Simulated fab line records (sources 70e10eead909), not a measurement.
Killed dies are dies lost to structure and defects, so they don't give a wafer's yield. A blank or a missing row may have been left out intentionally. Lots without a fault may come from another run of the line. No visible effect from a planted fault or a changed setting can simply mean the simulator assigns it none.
Which tool was responsible?    flow nand_harc    6 lots, 18 wafers sampled, at 2 steps of a route of 1302

WHAT THE GAUGES READ, wafer by wafer
NHARC_A_CHANNEL_HOLE_D2_CD_MEAS_31.
lot   measured      on         cd_nm (nm)
L531  day 14 17:47  cd_sem-03  90.9 89.7 91.5
L535  day 16 14:46  cd_sem-02  89.5 89.9 90.7
L537  day 17 11:53  cd_sem-01  91.9 89.9 88.6
L543  day 20 04:21  cd_sem-01  89.9 91.7 89.6
L547  day 21 09:49  cd_sem-03  91.7 90.3 89.3
L549  day 22 19:28  cd_sem-01  90.1 89.4 89.6

WHICH TOOL RAN EACH LOT (tool, then ch and the chambers of the sampled wafers, then the start)
lot   NHARC_A_CHANNEL_HOLE_D2_STRIP_28
L531  rie_diel-12 ch 0,2,3, day 14 17:47 or earlier
L535  rie_diel-12 ch 0,2,3, day 16 14:46 or earlier
L537  rie_diel-12 ch 1,2,3, day 17 11:53 or earlier
L543  rie_diel-08 ch 1,2, day 20 04:21 or earlier
L547  rie_diel-01 ch 1,2,3, day 21 09:49 or earlier
L549  rie_diel-08 ch 0,2, day 22 19:28 or earlier
- NHARC_A_CHANNEL_HOLE_D2_STRIP_28: strips in O2.

THE ANSWER, worked out from the rows above alone
Rule: the usual values come from the lots themselves. The widest of any qualifying gaps counts: lots, ordered by their means at a reading, are off when they make up no more than a third of the lots, leave a main group of 4 or more, and stand apart from it by 3 or more times the standard deviation of that group's means. If all means in a main group match to the digits the tables above print for the reading, that group is not used. A lot without any number at a reading at which 4 lots or more have one is off too. Any other lot the step has rows for is counted as sound.
No lot is off on any of the readings shown, so nothing can be concluded from this.

WHAT THE SIMULATOR PUT IN
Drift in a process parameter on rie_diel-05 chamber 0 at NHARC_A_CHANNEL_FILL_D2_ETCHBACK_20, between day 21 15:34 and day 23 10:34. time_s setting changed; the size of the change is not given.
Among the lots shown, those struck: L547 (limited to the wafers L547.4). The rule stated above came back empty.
